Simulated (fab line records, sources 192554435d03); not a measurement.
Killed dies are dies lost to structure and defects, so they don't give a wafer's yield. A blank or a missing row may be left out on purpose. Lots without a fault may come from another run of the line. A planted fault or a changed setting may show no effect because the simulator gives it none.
Problem report in the 8D (eight disciplines) form, filled by code | flow n5_finfet | the parts of the form that need people (team, actions taken, sign-off) are left out

1. THE PROBLEM
HMC_CMP_THK at N5_PMOS_HMC_CHANNEL_EPI_THK_MEAS_22 reads a mean of 58.4 nm on 4 wafers of 2 lots; wafers without a fault read 53.7 nm with a standard deviation of 0.96. That is +4.9 standard deviations from the usual mean.
First seen on wafer L553.2, day 3 20:48, on film_metro-02. The record holds 24 wafers of 8 lots with a number at this step. Rule for "out", or "out of limits": more than 4 standard deviations from the usual mean. The other wafers with a number count as sound.

2. WHAT IT IS AND WHAT IT IS NOT
question                    | is                             | is not
which readings at this step | HMC_CMP_THK                    | -
which lots                  | L553, L555                     | L546, L551, L558, L559, L565, L566
which wafers of those lots  | L553.2, L553.5, L555.1, L555.5 | L553.6, L555.3
read on which gauges        | film_metro-01, film_metro-02   | -
when                        | from day 3 20:48               | up to then (7 sound wafers); but 13 sound wafers of L555, L558, L559, L565, L566 came after

3. SUSPECTS, AND WHAT RULES EACH OUT
Counting: a tool at a process step up to the reading stays a suspect if it ran every lot that is out. Sound lots after the first of them don't rule it out here, since some wafers of a struck lot are sound.
- the gauge at N5_PMOS_HMC_CHANNEL_EPI_THK_MEAS_22: ruled out. The wafers that are out were read on 2 gauges (film_metro-01, film_metro-02).
- rie_si-01 at N5_PMOS_HMC_CHANNEL_EPI_FIN_RECESS_16 (chemistry HBr/Cl2, target Si, target depth 54 nm, time 18 s): kept. It ran every lot that is out, first L553 (day 3 18:36); its last sound lot up to then is L551 (day 3 06:01). Its own readings are out on those wafers: oes_product_au.
- Within rie_si-01 at N5_PMOS_HMC_CHANNEL_EPI_FIN_RECESS_16: the wafers that are out ran in chambers 0, 3; their sound lot-mates ran in chambers 1, 2.
Left after counting: rie_si-01 at N5_PMOS_HMC_CHANNEL_EPI_FIN_RECESS_16.

4. THE CAUSE (what the simulator had put in)
Process parameter drift: rie_si-01, from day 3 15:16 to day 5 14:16, at N5_PMOS_HMC_CHANNEL_EPI_FIN_RECESS_16. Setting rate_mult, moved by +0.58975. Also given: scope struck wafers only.
Counting left only this tool.

5. THE CHAIN OF EFFECTS, in route order
Each row: a reading whose mean over the struck wafers that have a number lies more than 3 standard deviations from the usual. Only readings for which the record gives a usual standard deviation are gone through. hours: the time from each lot's start at the first step in this table that gives one to its start at this step, as a median over the lots. sigmas: the change in usual standard deviations.
hours | step                                  | reading            | usual       | on struck wafers | change | sigmas
0     | N5_PMOS_HMC_CHANNEL_EPI_FIN_RECESS_16 | oes_product_au     | 0.991 a.u.  | 1.323            | +0.332 | +17
2     | N5_PMOS_HMC_CHANNEL_EPI_THK_MEAS_22   | HMC_CMP_THK        | 53.7 nm     | 58.4             | +4.7   | +4.9
156   | N5_BEOL_M4_RC_MEAS_101                | RS_NWELL           | 1037 ohm/sq | 1098             | +61    | +9.1
275   | N5_PASSIVATION_PROBE_49               | sort_bin_4_leakage | 0.00 %      | 93.01            | +93.01 | +99 or more
275   | N5_PASSIVATION_PROBE_49               | sort_n_pass        | 1077        | 0                | -1077  | -51
275   | N5_PASSIVATION_PROBE_49               | sort_yield_pct     | 91.3 %      | 0.0              | -91.3  | -54
The process steps in it:
- N5_PMOS_HMC_CHANNEL_EPI_FIN_RECESS_16: chemistry HBr/Cl2, target Si, target depth 54 nm, time 18 s.
- N5_PASSIVATION_PROBE_49
Readings that are blank on the struck wafers while sound wafers have them: CJ_P at N5_BEOL_M4_RC_MEAS_101; DIBL_P at N5_BEOL_M4_RC_MEAS_101; EOT_P at N5_BEOL_M4_RC_MEAS_101; IGATE_P at N5_BEOL_M4_RC_MEAS_101; IOFF_P at N5_BEOL_M4_RC_MEAS_101; IOFF_P_85C at N5_BEOL_M4_RC_MEAS_101; IOFF_P_LIN at N5_BEOL_M4_RC_MEAS_101; IOFF_P_LONG at N5_BEOL_M4_RC_MEAS_101; and 9 more.

6. WHAT WOULD HAVE CAUGHT IT SOONER
In this record the first reading out of limits at a measuring or inspecting step was taken at day 3 20:48, 6 hours after the fault began at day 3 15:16.
The tool's own readings at N5_PMOS_HMC_CHANNEL_EPI_FIN_RECESS_16 were out on every struck wafer that the step has a row for (oes_product_au): an alarm limit on them would have fired on the first of those.
Of the lots that are out (2), L555 began N5_PMOS_HMC_CHANNEL_EPI_FIN_RECESS_16 on rie_si-01 after day 3 20:48. A hold on the tool at that time would have spared it.
